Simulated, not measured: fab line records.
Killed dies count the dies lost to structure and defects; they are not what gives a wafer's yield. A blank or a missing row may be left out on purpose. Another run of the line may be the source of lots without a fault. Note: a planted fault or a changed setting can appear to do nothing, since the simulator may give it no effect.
Which tool is to blame? ; flow nand_harc ; 72 wafers from 24 lots sampled at 5 of the route's 1302 steps

WHAT THE GAUGES SHOWED, per wafer
NHARC_A_CONTACT_CD_MEAS_53.
lot;measured;on;cd_nm (nm)
L074;day 22 12:27;cd_sem-01;287.8 287.2 288.0
L075;day 22 12:45;cd_sem-03;289.3 289.1 289.5
L076;day 22 18:43;cd_sem-02;288.8 288.5 289.5
L077;day 22 18:34;cd_sem-02;289.1 289.4 289.5
L078;day 23 12:26;cd_sem-02;288.9 288.7 288.4
L079;day 23 09:56;cd_sem-01;288.8 288.3 288.4
L080;day 24 04:01;cd_sem-01;290.1 290.1 289.4
L081;day 24 08:05;cd_sem-01;289.6 289.2 289.3
L083;day 25 04:53;cd_sem-01;290.2 289.9 289.6
L082;day 25 13:43;cd_sem-01;290.5 290.3 289.9
L084;day 26 08:13;cd_sem-01;289.2 289.0 289.1
L086;day 26 17:07;cd_sem-03;290.7 290.4 291.1
L085;day 26 17:28;cd_sem-02;289.0 288.9 288.5
L087;day 28 09:51;cd_sem-02;289.6 289.5 289.3
L088;day 28 13:21;cd_sem-01;290.2 289.8 289.4
L089;day 28 09:46;cd_sem-01;290.1 289.8 290.2
L090;day 28 10:46;cd_sem-01;290.3 290.8 290.1
L091;day 28 13:17;cd_sem-02;289.9 290.1 290.0
L093;day 29 06:41;cd_sem-02;289.0 288.4 288.8
L092;day 30 00:16;cd_sem-03;290.4 290.0 290.4
L097;day 31 11:22;cd_sem-01;289.0 289.2 289.6
L095;day 31 11:59;cd_sem-03;289.4 289.3 289.0
L094;day 31 16:59;cd_sem-03;289.8 289.7 290.0
L096;day 31 17:20;cd_sem-02;290.4 290.6 289.9

WHAT TOOL EACH LOT RAN ON (gives the tool, then ch and the chambers of the sampled wafers, and finally the start)
lot;NHARC_A_SLIT_STRIP_18;NHARC_A_CONTACT_DEP_29;NHARC_A_CONTACT_ETCH_120;NHARC_A_CONTACT_ETCH_90
L074;rie_diel-12 ch 1,3, day 22 06:34 or earlier;pecvd-03 ch 0,1,2, day 22 06:34;har_cap_etch-03 ch 0,1, day 22 10:46;rie_diel-04 ch 0,2,3, day 22 12:16
L075;rie_diel-11 ch 0,1,3, day 22 06:42 or earlier;pecvd-02 ch 0,2, day 22 06:42;har_cap_etch-02 ch 0,1, day 22 11:08;rie_diel-06 ch 0,1,3, day 22 12:34
L076;rie_diel-03 ch 0,1,2, day 22 12:43 or earlier;pecvd-02 ch 1,2, day 22 12:43;har_cap_etch-03 ch 0,1, day 22 16:59;rie_diel-04 ch 0,1,2, day 22 18:29
L077;rie_diel-12 ch 0,1, day 22 12:45 or earlier;pecvd-03 ch 0,1,2, day 22 12:45;har_cap_etch-01 ch 0,1, day 22 16:56;rie_diel-04 ch 0,1, day 22 18:20
L078;rie_diel-03 ch 0,1,2, day 23 05:55 or earlier;pecvd-03 ch 0,1,2, day 23 05:55;har_cap_etch-02 ch 0,1, day 23 10:44;rie_diel-06 ch 0,1,2, day 23 12:14
L079;rie_diel-11 ch 0,2,3, day 23 03:56 or earlier;pecvd-04 ch 1,2, day 23 03:56;har_cap_etch-01 ch 0,1, day 23 08:15;rie_diel-06 ch 1,2,3, day 23 09:43
L080;rie_diel-11 ch 1,2,3, day 23 21:38 or earlier;pecvd-04 ch 0,1,2, day 23 21:38;har_cap_etch-02 ch 0,1, day 24 01:59;rie_diel-04 ch 0,1,2, day 24 03:47
L081;rie_diel-03 ch 0,3, day 24 02:03 or earlier;pecvd-04 ch 0,2, day 24 02:03;har_cap_etch-03 ch 0,1, day 24 06:22;rie_diel-06 ch 0,1,3, day 24 07:53
L083;rie_diel-12 ch 0,3, day 24 16:45 or earlier;pecvd-02 ch 0,1,2, day 24 16:45;har_cap_etch-03 ch 0,1, day 25 03:10;rie_diel-06 ch 1,2, day 25 04:39
L082;rie_diel-11 ch 0,2,3, day 25 07:41 or earlier;pecvd-03 ch 0,2, day 25 07:41;har_cap_etch-01 ch 0,1, day 25 11:58;rie_diel-04 ch 0,2,3, day 25 13:31
L084;rie_diel-12 ch 0,1, day 26 02:13 or earlier;pecvd-03 ch 0,1,2, day 26 02:13;har_cap_etch-02 ch 1, day 26 06:31;rie_diel-13 ch 0,2,3, day 26 08:01
L086;rie_diel-11 ch 1,2, day 26 11:15 or earlier;pecvd-04 ch 0,1, day 26 11:15;har_cap_etch-01 ch 0,1, day 26 15:28;rie_diel-13 ch 0,2, day 26 16:55
L085;rie_diel-12 ch 0,1,3, day 26 11:27 or earlier;pecvd-04 ch 0,1, day 26 11:27;har_cap_etch-03 ch 0,1, day 26 15:44;rie_diel-04 ch 0,1,3, day 26 17:14
L087;rie_diel-03 ch 0,2,3, day 28 02:55 or earlier;pecvd-04 ch 0,1, day 28 02:55;har_cap_etch-01 ch 0,1, day 28 07:52;rie_diel-13 ch 0,3, day 28 09:38
L088;rie_diel-11 ch 0,3, day 28 07:23 or earlier;pecvd-04 ch 1,2, day 28 07:23;har_cap_etch-01 ch 0,1, day 28 11:41;rie_diel-04 ch 1,3, day 28 13:07
L089;rie_diel-12 ch 1,3, day 28 03:10 or earlier;pecvd-03 ch 1,2, day 28 03:10;har_cap_etch-03 ch 0,1, day 28 07:32;rie_diel-04 ch 0,1,3, day 28 09:34
L090;rie_diel-12 ch 0,2, day 28 02:57 or earlier;pecvd-02 ch 0,1,2, day 28 02:57;har_cap_etch-02 ch 0,1, day 28 08:58;rie_diel-06 ch 0,1,2, day 28 10:25
L091;rie_diel-12 ch 0,1,2, day 28 07:09 or earlier;pecvd-04 ch 1,2, day 28 07:09;har_cap_etch-03 ch 0,1, day 28 11:37;rie_diel-04 ch 2,3, day 28 13:02
L093;rie_diel-11 ch 0,1,3, day 29 00:42 or earlier;pecvd-04 ch 0,1,2, day 29 00:42;har_cap_etch-02 ch 0,1, day 29 04:59;rie_diel-13 ch 0,1,2, day 29 06:30
L092;rie_diel-12 ch 2,3, day 29 18:19 or earlier;pecvd-04 ch 0,1,2, day 29 18:19;har_cap_etch-01 ch 0,1, day 29 22:38;rie_diel-04 ch 0,1,3, day 30 00:05
L097;rie_diel-11 ch 0,1,3, day 31 05:19 or earlier;pecvd-03 ch 0,2, day 31 05:19;har_cap_etch-02 ch 0,1, day 31 09:37;rie_diel-06 ch 0,2,3, day 31 11:07
L095;rie_diel-03 ch 0,1,2, day 31 06:00 or earlier;pecvd-04 ch 0,1,2, day 31 06:00;har_cap_etch-03 ch 0,1, day 31 10:17;rie_diel-13 ch 0,1,2, day 31 11:49
L094;rie_diel-11 ch 0,2,3, day 31 10:37 or earlier;pecvd-02 ch 0,2, day 31 10:37;har_cap_etch-02 ch 0,1, day 31 15:16;rie_diel-06 ch 0,1,2, day 31 16:46
L096;rie_diel-03 ch 1,2,3, day 31 10:28 or earlier;pecvd-02 ch 0,1,2, day 31 10:28;har_cap_etch-01 ch 0,1, day 31 15:18;rie_diel-04 ch 0,2,3, day 31 17:08
- NHARC_A_SLIT_STRIP_18: strips in O2.
- NHARC_A_CONTACT_DEP_29: deposits SiON, target thk 100 nm.
- NHARC_A_CONTACT_ETCH_120: etches the open film in C4F8/O2/Ar, time 190 s, target depth 1850 nm.
- NHARC_A_CONTACT_ETCH_90: etches the open film in CH3F/O2, target depth 40 nm, time 85.7 s.

AS READ BY THE TOOLS THEMSELVES (means over the sampled wafers that have a number; for cases with no such wafer, the mark the record gives instead)
NHARC_A_SLIT_STRIP_18.
lot;tool;drypump_motor_current_A (A);oes_product_au (a.u.);rf_vpp_V (V);showerhead_plenum_p_Torr (Torr);throttle_valve_pct (%)
L074;rie_diel-12;5.3;1.003;57.8;3.56;17.040
L075;rie_diel-11;5.8;0.999;57.7;3.51;17.033
L076;rie_diel-03;5.8;1.003;57.9;3.51;17.038
L077;rie_diel-12;5.0;0.999;57.5;3.55;17.032
L078;rie_diel-03;5.8;1.003;57.8;3.51;17.036
L079;rie_diel-11;5.8;1.001;57.4;3.49;17.031
L080;rie_diel-11;6.1;0.988;56.4;3.38;17.038
L081;rie_diel-03;5.7;0.993;58.8;3.65;17.046
L083;rie_diel-12;5.8;1.003;58.1;3.36;17.040
L082;rie_diel-11;5.8;1.000;58.4;3.48;17.041
L084;rie_diel-12;5.0;0.997;57.7;3.44;17.038
L086;rie_diel-11;6.3;1.009;57.3;3.35;17.039
L085;rie_diel-12;5.4;1.000;58.6;3.45;17.036
L087;rie_diel-03;6.1;0.998;58.2;3.61;17.032
L088;rie_diel-11;5.5;1.008;58.2;3.61;17.030
L089;rie_diel-12;5.3;0.999;56.8;3.56;17.035
L090;rie_diel-12;5.2;0.996;56.5;3.41;17.023
L091;rie_diel-12;5.2;0.992;56.8;3.52;17.037
L093;rie_diel-11;5.8;0.993;58.5;3.50;17.039
L092;rie_diel-12;6.1;0.998;56.7;3.43;17.038
L097;rie_diel-11;5.8;0.995;57.1;3.50;17.047
L095;rie_diel-03;5.8;1.003;58.4;3.51;17.038
L094;rie_diel-11;5.8;0.998;58.0;3.48;17.029
L096;rie_diel-03;6.2;1.008;57.3;3.53;17.032

NHARC_A_CONTACT_DEP_29.
lot;tool;heater_power_w (W);showerhead_vpp_V (V);susceptor_temp_C (C)
L074;pecvd-03;783;1145;400.02
L075;pecvd-02;765;1215;400.46
L076;pecvd-02;737;1238;399.87
L077;pecvd-03;766;1134;399.93
L078;pecvd-03;758;1143;400.09
L079;pecvd-04;659;1164;399.76
L080;pecvd-04;650;1210;399.89
L081;pecvd-04;742;1208;400.03
L083;pecvd-02;735;1212;400.12
L082;pecvd-03;748;1170;399.96
L084;pecvd-03;763;1151;399.98
L086;pecvd-04;664;1203;399.96
L085;pecvd-04;674;1234;399.95
L087;pecvd-04;678;1250;400.05
L088;pecvd-04;654;1172;399.93
L089;pecvd-03;782;1110;400.23
L090;pecvd-02;745;1219;399.98
L091;pecvd-04;683;1170;399.97
L093;pecvd-04;647;1210;400.17
L092;pecvd-04;663;1205;400.03
L097;pecvd-03;741;1171;400.04
L095;pecvd-04;684;1202;399.74
L094;pecvd-02;757;1214;400.24
L096;pecvd-02;754;1213;399.99

NHARC_A_CONTACT_ETCH_90.
lot;tool;drypump_motor_current_A (A);oes_product_au (a.u.);rf_vpp_V (V);showerhead_plenum_p_Torr (Torr);throttle_valve_pct (%)
L074;rie_diel-04;5.9;0.98;244.5;2.41;20.665
L075;rie_diel-06;5.9;1.01;245.1;2.51;20.661
L076;rie_diel-04;5.9;0.93;243.6;2.39;20.661
L077;rie_diel-04;5.8;0.92;243.7;2.41;20.663
L078;rie_diel-06;5.9;1.00;245.5;2.50;20.665
L079;rie_diel-06;5.5;0.93;243.3;2.45;20.659
L080;rie_diel-04;5.9;0.99;243.5;2.39;20.658
L081;rie_diel-06;5.9;0.92;244.4;2.50;20.658
L083;rie_diel-06;5.7;0.99;245.0;2.54;20.660
L082;rie_diel-04;6.0;1.00;244.1;2.40;20.669
L084;rie_diel-13;5.9;0.96;247.0;2.55;20.663
L086;rie_diel-13;5.9;1.01;244.8;2.54;20.666
L085;rie_diel-04;5.8;0.96;244.5;2.46;20.662
L087;rie_diel-13;5.9;1.00;246.0;2.55;20.671
L088;rie_diel-04;5.7;0.99;245.3;2.51;20.671
L089;rie_diel-04;5.8;1.00;245.4;2.46;20.663
L090;rie_diel-06;5.9;0.93;244.6;2.49;20.665
L091;rie_diel-04;6.0;0.93;242.8;2.38;20.661
L093;rie_diel-13;5.7;0.92;244.2;2.48;20.664
L092;rie_diel-04;5.8;0.99;244.7;2.45;20.666
L097;rie_diel-06;5.7;1.00;243.8;2.38;20.656
L095;rie_diel-13;5.7;0.91;244.6;2.48;20.659
L094;rie_diel-06;5.9;0.95;246.0;2.48;20.660
L096;rie_diel-04;5.9;1.00;244.0;2.39;20.669

THE ANSWER, worked out from the rows above alone
Rule: the lots themselves supply what counts as usual. Put in order of their means at a reading, lots are off if they are a third of the lots or fewer, leave a main group of 4 or more, and stand apart from it by a gap of 3 or more times the standard deviation of the main group's means; of several such gaps the widest counts. A main group whose means are all the same, to the digits that the tables above print for the reading, isn't used. Also off: a lot with no number at a reading for which 4 or more lots have one. All remaining lots with rows at the step are treated as sound. The gauges are gone through in route order, then the tools' own readings, and for those a lot's mean is taken as printed above. The first step at which some lot is off is used, and at that step the reading that is off furthest; a lot without a number counts as furthest.
Nothing can be told from this: no lot is off at any reading shown.

WHAT THE SIMULATOR HAD PUT IN
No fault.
